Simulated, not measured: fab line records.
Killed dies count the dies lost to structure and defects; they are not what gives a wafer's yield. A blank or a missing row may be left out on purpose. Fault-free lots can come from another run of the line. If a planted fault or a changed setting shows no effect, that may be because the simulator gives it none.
Which tool is to blame? + flow n5_finfet + 10 lots with 29 wafers sampled at 5 steps, on a route of 1938 steps

== WHAT THE GAUGES SHOWED, per wafer ==
N5_BEOL_M4_RC_MEAS_101.
| lot  | measured     | on        | DIBL_N (mV/V)  | DIBL_P (mV/V) | IOFF_N (nA/um) | IOFF_P (nA/um) | ION_N (uA/um) | ION_P (uA/um) | SS_N (mV/dec)  | SS_P (mV/dec)  | VT_N (mV)   | VT_P (mV)      |
|------|--------------|-----------|----------------|---------------|----------------|----------------|---------------|---------------|----------------|----------------|-------------|----------------|
| L942 | day 9 09:12  | prober-02 | 36.6 37.9      | 37 39         | 0.17 0.20      | 0.21 0.26      | 683 692       | 459 472       | 71.8 72.5      | 73.2 74.2      | 249 248     | -250 -248      |
| L943 | day 9 00:22  | prober-02 | 39.6 32.8 35.8 | 40 33 34      | 0.22 0.11 0.17 | 0.24 0.14 0.17 | 684 672 671   | 462 458 455   | 72.7 70.8 72.8 | 74.3 72.5 72.4 | 247 257 255 | -252 -255 -253 |
| L945 | day 9 10:52  | prober-02 | 34.5 41.0 35.1 | 35 42 36      | 0.13 0.25 0.14 | 0.17 0.30 0.18 | 677 694 675   | 463 463 465   | 71.4 72.8 71.4 | 72.9 75.3 73.1 | 250 243 250 | -253 -249 -255 |
| L947 | day 10 11:51 | prober-01 | 30.8 40.7 33.8 | 30 41 34      | 0.09 0.24 0.12 | 0.15 0.31 0.19 | 661 677 672   | 461 462 464   | 69.9 73.5 71.3 | 72.2 75.1 72.9 | 257 246 254 | -253 -247 -251 |
| L950 | day 11 22:55 | prober-02 | 35.9 34.8 37.7 | 37 35 39      | 0.15 0.13 0.19 | 0.20 0.18 0.26 | 668 675 677   | 463 457 469   | 72.0 71.6 72.3 | 72.9 72.4 73.9 | 251 251 247 | -251 -252 -247 |
| L956 | day 13 06:30 | prober-01 | 37.8 40.8 38.4 | 36 43 39      | 0.21 0.28 0.24 | 0.19 0.33 0.24 | 676 710 706   | 452 485 474   | 73.2 72.2 72.7 | 72.3 74.8 72.9 | 247 242 243 | -250 -241 -245 |
| L957 | day 13 13:56 | prober-01 | 38.2 36.2 39.5 | 38 35 38      | 0.15 0.12 0.17 | 0.16 0.13 0.16 | 668 678 655   | 448 449 434   | 72.4 72.2 73.1 | 74.4 73.6 74.2 | 252 256 251 | -260 -260 -260 |
| L961 | day 14 01:21 | prober-01 | 35.2 33.2 34.9 | 35 31 33      | 0.13 0.10 0.13 | 0.20 0.14 0.18 | 672 647 664   | 473 452 461   | 71.3 71.0 71.7 | 72.6 72.2 72.7 | 253 258 255 | -252 -257 -252 |
| L963 | day 14 23:05 | prober-02 | 38.2 38.2 37.5 | 38 39 38      | 0.19 0.19 0.18 | 0.24 0.26 0.24 | 660 679 692   | 462 471 474   | 72.5 72.5 71.3 | 73.5 74.0 73.4 | 248 249 246 | -243 -247 -245 |
| L965 | day 14 08:28 | prober-02 | 33.5 37.8 37.6 | 32 38 38      | 0.12 0.20 0.18 | 0.16 0.27 0.26 | 678 695 696   | 463 481 482   | 70.9 72.0 71.1 | 72.3 74.1 73.7 | 252 245 247 | -254 -243 -245 |

== WHAT TOOL EACH LOT RAN ON (gives the tool, then ch and the chambers of the sampled wafers, and finally the start) ==
| lot  | N5_MOL_CONTACT_COAG_ETCHBACK_136   | N5_BEOL_M0_SAQP_ILD_DEP_01     | N5_BEOL_M0_SAQP_PECVD_96        | N5_BEOL_M0_SAQP_PECVD_04        |
|------|------------------------------------|--------------------------------|---------------------------------|---------------------------------|
| L942 | rie_diel-03 ch 2,3, day 5 04:03    | pecvd-04 ch 0,1, day 5 08:41   | pecvd-04 ch 0,2, day 5 10:16    | pecvd-04 ch 0,2, day 5 10:22    |
| L943 | rie_diel-05 ch 0,1,3, day 5 12:07  | pecvd-01 ch 0,2, day 5 17:03   | pecvd-01 ch 0,1,2, day 5 18:16  | pecvd-01 ch 0,1,2, day 5 18:21  |
| L945 | rie_diel-03 ch 1,2,3, day 5 23:23  | pecvd-01 ch 0,1,2, day 6 03:55 | pecvd-02 ch 0,1,2, day 6 04:53  | pecvd-02 ch 0,1,2, day 6 04:58  |
| L947 | rie_diel-02 ch 0,1,3, day 6 10:35  | pecvd-04 ch 0,1,2, day 6 15:08 | pecvd-02 ch 0,2, day 6 17:34    | pecvd-02 ch 0,2, day 6 17:40    |
| L950 | rie_diel-02 ch 0,1,2, day 7 08:56  | pecvd-02 ch 0,2, day 7 14:11   | pecvd-04 ch 0,1,2, day 7 17:14  | pecvd-04 ch 0,1,2, day 7 17:19  |
| L956 | rie_diel-02 ch 0,1,2, day 8 21:10  | pecvd-04 ch 0,1,2, day 9 01:43 | pecvd-02 ch 0,2, day 9 02:37    | pecvd-02 ch 0,2, day 9 02:42    |
| L957 | rie_diel-03 ch 2,3, day 9 00:28    | pecvd-02 ch 0,1, day 9 05:01   | pecvd-04 ch 1,2, day 9 07:02    | pecvd-04 ch 1,2, day 9 07:07    |
| L961 | rie_diel-02 ch 0,1,2, day 10 00:09 | pecvd-01 ch 0,2, day 10 06:13  | pecvd-04 ch 0,1, day 10 07:49   | pecvd-04 ch 0,1, day 10 07:55   |
| L963 | rie_diel-02 ch 0,2,3, day 10 11:08 | pecvd-02 ch 0,1, day 10 15:42  | pecvd-04 ch 0,2, day 10 17:59   | pecvd-04 ch 0,2, day 10 18:04   |
| L965 | rie_diel-02 ch 2,3, day 11 02:35   | pecvd-01 ch 0,1, day 11 07:09  | pecvd-04 ch 0,1,2, day 11 08:24 | pecvd-04 ch 0,1,2, day 11 08:29 |
- N5_MOL_CONTACT_COAG_ETCHBACK_136: etches SiO2 in CHF3, target depth 25 nm, time 16.7 s.
- N5_BEOL_M0_SAQP_ILD_DEP_01: deposits SiOC from DEMS/O2, target thk 45.419 nm, time 8.7 s.
- N5_BEOL_M0_SAQP_PECVD_96: deposits a-Si from SiH4/He, target thk 45 nm, time 45.2 s.
- N5_BEOL_M0_SAQP_PECVD_04: deposits a-Si from SiH4/He, target thk 60 nm, time 60.2 s.

== WHAT THE TOOLS THEMSELVES READ (means of the sampled wafers that have a number; where no wafer has one, the mark that the record gives instead) ==
N5_MOL_CONTACT_COAG_ETCHBACK_136.
| lot  | tool        | drypump_motor_current_A (A) | oes_product_au (a.u.) | rf_vpp_V (V) | showerhead_plenum_p_Torr (Torr) | throttle_valve_pct (%) |
|------|-------------|-----------------------------|-----------------------|--------------|---------------------------------|------------------------|
| L942 | rie_diel-03 | 5.6                         | 0.70                  | 524          | 2.45                            | 19.01                  |
| L943 | rie_diel-05 | 5.7                         | 0.79                  | 534          | 2.42                            | 18.74                  |
| L945 | rie_diel-03 | 5.5                         | 0.69                  | 531          | 2.45                            | 19.00                  |
| L947 | rie_diel-02 | 5.7                         | 0.85                  | 530          | 2.40                            | 18.56                  |
| L950 | rie_diel-02 | 5.7                         | 0.87                  | 522          | 2.46                            | 18.45                  |
| L956 | rie_diel-02 | 5.7                         | 0.86                  | 522          | 2.46                            | 18.47                  |
| L957 | rie_diel-03 | 5.7                         | 0.92                  | 528          | 2.44                            | 18.68                  |
| L961 | rie_diel-02 | 5.7                         | 0.85                  | 522          | 2.45                            | 18.48                  |
| L963 | rie_diel-02 | 5.8                         | 0.80                  | 525          | 2.40                            | 18.71                  |
| L965 | rie_diel-02 | 5.6                         | 0.76                  | 518          | 2.40                            | 18.78                  |

N5_BEOL_M0_SAQP_ILD_DEP_01.
| lot  | tool     | heater_power_w (W) | showerhead_plenum_p_Torr (Torr) | throttle_valve_pct (%) |
|------|----------|--------------------|---------------------------------|------------------------|
| L942 | pecvd-04 | 533                | 5.681                           | 12.2                   |
| L943 | pecvd-01 | 493                | 5.683                           | 11.9                   |
| L945 | pecvd-01 | 472                | 5.687                           | 11.7                   |
| L947 | pecvd-04 | 528                | 5.696                           | 11.9                   |
| L950 | pecvd-02 | 363                | 5.679                           | 11.6                   |
| L956 | pecvd-04 | 529                | 5.687                           | 11.9                   |
| L957 | pecvd-02 | 457                | 5.685                           | 11.4                   |
| L961 | pecvd-01 | 504                | 5.693                           | 12.0                   |
| L963 | pecvd-02 | 483                | 5.689                           | 11.6                   |
| L965 | pecvd-01 | 450                | 5.693                           | 11.7                   |

N5_BEOL_M0_SAQP_PECVD_96.
| lot  | tool     | heater_power_w (W) | run_length_s (s) | showerhead_plenum_p_Torr (Torr) | throttle_valve_pct (%) |
|------|----------|--------------------|------------------|---------------------------------|------------------------|
| L942 | pecvd-04 | 692                | 82.5             | 5.66                            | 17.4                   |
| L943 | pecvd-01 | 579                | 81.3             | 5.66                            | 17.9                   |
| L945 | pecvd-02 | 568                | 81.5             | 5.64                            | 17.7                   |
| L947 | pecvd-02 | 523                | 81.3             | 5.61                            | 17.6                   |
| L950 | pecvd-04 | 639                | 81.9             | 5.64                            | 18.0                   |
| L956 | pecvd-02 | 532                | 80.7             | 5.61                            | 17.8                   |
| L957 | pecvd-04 | 624                | 82.1             | 5.69                            | 18.3                   |
| L961 | pecvd-04 | 688                | 82.5             | 5.61                            | 17.9                   |
| L963 | pecvd-04 | 629                | 82.3             | 5.68                            | 17.5                   |
| L965 | pecvd-04 | 646                | 81.8             | 5.64                            | 18.2                   |

N5_BEOL_M0_SAQP_PECVD_04.
| lot  | tool     | heater_power_w (W) | showerhead_plenum_p_Torr (Torr) | throttle_valve_pct (%) |
|------|----------|--------------------|---------------------------------|------------------------|
| L942 | pecvd-04 | 706                | 5.68                            | 17.6                   |
| L943 | pecvd-01 | 604                | 5.66                            | 18.0                   |
| L945 | pecvd-02 | 553                | 5.64                            | 17.5                   |
| L947 | pecvd-02 | 483                | 5.62                            | 17.7                   |
| L950 | pecvd-04 | 664                | 5.65                            | 18.0                   |
| L956 | pecvd-02 | 532                | 5.62                            | 17.7                   |
| L957 | pecvd-04 | 655                | 5.69                            | 18.0                   |
| L961 | pecvd-04 | 676                | 5.61                            | 18.0                   |
| L963 | pecvd-04 | 614                | 5.68                            | 17.6                   |
| L965 | pecvd-04 | 683                | 5.64                            | 18.0                   |

== THE ANSWER, worked out from the rows above alone ==
Rule: what is usual is taken from the lots themselves. The widest of any qualifying gaps counts: lots, ordered by their means at a reading, are off when they make up no more than a third of the lots, leave a main group of 4 or more, and stand apart from it by 3 or more times the standard deviation of that group's means. A main group is skipped when, at the precision printed for the reading in the tables above, its means are all equal. A lot without any number at a reading at which 4 lots or more have one is off too. The other lots that the step has rows for count as sound. Order of review: gauges by route order, followed by the tools' own readings, for which a lot's mean as printed above is used. At the first step where some lot is off, the reading lying furthest off is the one used; lots without a number count as furthest.
No lot is off on any of the readings shown, so nothing can be concluded from this.

== WHAT THE SIMULATOR HAD INSERTED ==
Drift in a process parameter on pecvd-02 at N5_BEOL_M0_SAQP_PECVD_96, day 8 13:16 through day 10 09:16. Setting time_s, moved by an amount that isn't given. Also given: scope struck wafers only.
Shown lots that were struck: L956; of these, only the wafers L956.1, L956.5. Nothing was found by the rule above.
